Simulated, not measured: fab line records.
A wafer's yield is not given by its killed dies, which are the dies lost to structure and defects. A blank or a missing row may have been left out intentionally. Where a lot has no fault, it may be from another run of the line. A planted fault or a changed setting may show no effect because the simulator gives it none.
Matching of chambers -- flow n5_finfet -- N5_MOL_CONTACT_COAG_ETCH_110 on rie_diel-06: 4 sister chambers
The step etches Si in CF4/O2, target depth 2.5 nm, time 8 s. 4 wafers are shown with their chamber, then 7 later ones without.

== WAFERS WITH THEIR CHAMBER ==
wafer,chamber,drypump_motor_current_A (A)
L087.2,2,4.9
L088.1,1,5.8
L094.2,3,6.0
L094.3,0,5.8

== WAFERS WITHOUT THEIR CHAMBER ==
wafer,drypump_motor_current_A (A)
L094.6,5.8
L095.2,4.9
L095.3,5.8
L095.4,5.8
L097.1,5.8
L097.2,5.8
L097.3,5.0

== WHICH CHAMBER EACH WENT THROUGH ==
wafer,from the rows above,in truth
L094.6,can't be placed: 0 or 1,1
L095.2,2,2
L095.3,can't be placed: 0 or 1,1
L095.4,can't be placed: 0 or 1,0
L097.1,can't be placed: 0 or 1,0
L097.2,can't be placed: 0 or 1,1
L097.3,2,2
Placed correctly: 2 of 7. Can't be placed from these rows: 5 (the true chamber is among the candidates in 5). Placed wrongly: 0.
How it was worked out, from the rows above alone: a wafer's distance from a chamber is the root of the sum, over the readings, of the square of ((its reading less the chamber's mean) divided by the reading's scatter). The wafer belongs to the nearest chamber; if the next one is less than 2 further off, it can't be placed. For every chamber, the mean is computed from those of its wafers that are shown. The scatter (one wafer shown for each chamber): square how far every hidden wafer sits from the nearest shown wafer, average those squares and take the square root.
